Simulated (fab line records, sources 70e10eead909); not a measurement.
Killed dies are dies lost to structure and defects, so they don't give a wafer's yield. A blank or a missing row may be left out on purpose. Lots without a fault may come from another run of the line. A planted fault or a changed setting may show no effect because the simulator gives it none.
Which tool did it? | flow nand_harc | 11 lots, 33 wafers sampled, at 4 steps of a route of 1302

WHAT THE GAUGES READ, wafer by wafer
NHARC_P_M0_CD_MEAS_09: target cd 90 nm.
lot  | measured     | on        | cd_nm (nm)
L545 | day 5 23:41  | cd_sem-02 | 90.5 90.8 90.1
L546 | day 6 15:09  | cd_sem-01 | 89.4 89.9 89.6
L548 | day 7 06:43  | cd_sem-03 | 89.5 89.8 89.8
L547 | day 7 09:17  | cd_sem-03 | 89.0 89.2 89.7
L549 | day 7 18:38  | cd_sem-03 | 90.0 89.9 89.8
L554 | day 9 14:52  | cd_sem-03 | 90.3 90.7 90.4
L555 | day 10 07:25 | cd_sem-02 | 89.8 90.7 90.9
L556 | day 10 21:01 | cd_sem-02 | 90.5 90.4 90.1
L559 | day 12 05:53 | cd_sem-01 | 89.3 90.0 89.6
L564 | day 14 03:38 | cd_sem-03 | 90.4 89.5 82.5
L567 | day 15 03:58 | cd_sem-02 | 89.8 89.3 89.6

WHICH TOOL RAN EACH LOT (tool, then ch and the chambers of the sampled wafers, then the start)
lot  | NHARC_P_CONTACT_ETCH_36                       | NHARC_P_CONTACT_CVD_23                   | NHARC_P_M0_PEB_07
L545 | rie_diel-01 ch 2,3, day 5 23:37 or earlier    | cvd_w-02 ch 0,1, day 5 23:37 or earlier  | litho_track-01 ch 0, day 5 23:37
L546 | rie_diel-02 ch 0,1,3, day 6 15:04 or earlier  | cvd_w-01 ch 0,1, day 6 15:04 or earlier  | litho_track-04 ch 0, day 6 15:04
L548 | rie_diel-01 ch 2,3, day 7 06:38 or earlier    | cvd_w-02 ch 0,1, day 7 06:38 or earlier  | litho_track-04 ch 0, day 7 06:38
L547 | rie_diel-02 ch 1,3, day 7 09:12 or earlier    | cvd_w-01 ch 1, day 7 09:12 or earlier    | litho_track-04 ch 0, day 7 09:12
L549 | rie_diel-01 ch 0,1, day 7 18:34 or earlier    | cvd_w-01 ch 0,1, day 7 18:34 or earlier  | litho_track-04 ch 0, day 7 18:34
L554 | rie_diel-05 ch 0,1,2, day 9 14:47 or earlier  | cvd_w-02 ch 0,1, day 9 14:47 or earlier  | litho_track-01 ch 0, day 9 14:47
L555 | rie_diel-05 ch 0,3, day 10 07:20 or earlier   | cvd_w-02 ch 0,1, day 10 07:20 or earlier | litho_track-06 ch 0, day 10 07:20
L556 | rie_diel-01 ch 0,3, day 10 20:56 or earlier   | cvd_w-01 ch 0,1, day 10 20:56 or earlier | litho_track-06 ch 0, day 10 20:56
L559 | rie_diel-01 ch 0,2,3, day 12 05:49 or earlier | cvd_w-02 ch 0,1, day 12 05:49 or earlier | litho_track-01 ch 0, day 12 05:49
L564 | rie_diel-05 ch 0,2, day 14 03:33 or earlier   | cvd_w-01 ch 0,1, day 14 03:33 or earlier | litho_track-06 ch 0, day 14 03:33
L567 | rie_diel-02 ch 0,2,3, day 15 03:53 or earlier | cvd_w-01 ch 0,1, day 15 03:53 or earlier | litho_track-04 ch 0, day 15 03:53
- NHARC_P_CONTACT_ETCH_36: etches the open film in N2/H2, target depth 260 nm, time 406.25 s.
- NHARC_P_CONTACT_CVD_23: deposits W, target thk 200 nm, time 557 s.
- NHARC_P_M0_PEB_07: peb time 65 s.

THE ANSWER, worked out from the rows above alone
Rule: what is usual is taken from the lots themselves. Put in order of their means at a reading, lots are off if they are a third of the lots or fewer, leave a main group of 4 or more, and stand apart from it by a gap of 3 or more times the standard deviation of the main group's means; of several such gaps the widest counts. A main group whose means are all the same, to the digits that the tables above print for the reading, isn't used. A lot without any number at a reading at which 4 lots or more have one is off too. The other lots that the step has rows for count as sound.
Off: L564, at NHARC_P_M0_CD_MEAS_09 (cd_nm). The main group: mean 89.9 nm, standard deviation 0.42.
A tool fits if, at a process step before that reading, it ran every lot that is off, and no sound lot after the first of them. The gauges at NHARC_P_M0_CD_MEAS_09 are tried like those tools. NHARC_P_CONTACT_ETCH_36 gives no start for some lots, so the hours and the order of its lots are those of NHARC_P_M0_PEB_07. NHARC_P_CONTACT_CVD_23 gives no start for some lots, so the hours and the order of its lots are those of NHARC_P_M0_PEB_07. Can't be told from this: 3 tools fit, rie_diel-05 at NHARC_P_CONTACT_ETCH_36, litho_track-06 at NHARC_P_M0_PEB_07, cd_sem-03 at NHARC_P_M0_CD_MEAS_09.

WHAT THE SIMULATOR HAD PUT IN
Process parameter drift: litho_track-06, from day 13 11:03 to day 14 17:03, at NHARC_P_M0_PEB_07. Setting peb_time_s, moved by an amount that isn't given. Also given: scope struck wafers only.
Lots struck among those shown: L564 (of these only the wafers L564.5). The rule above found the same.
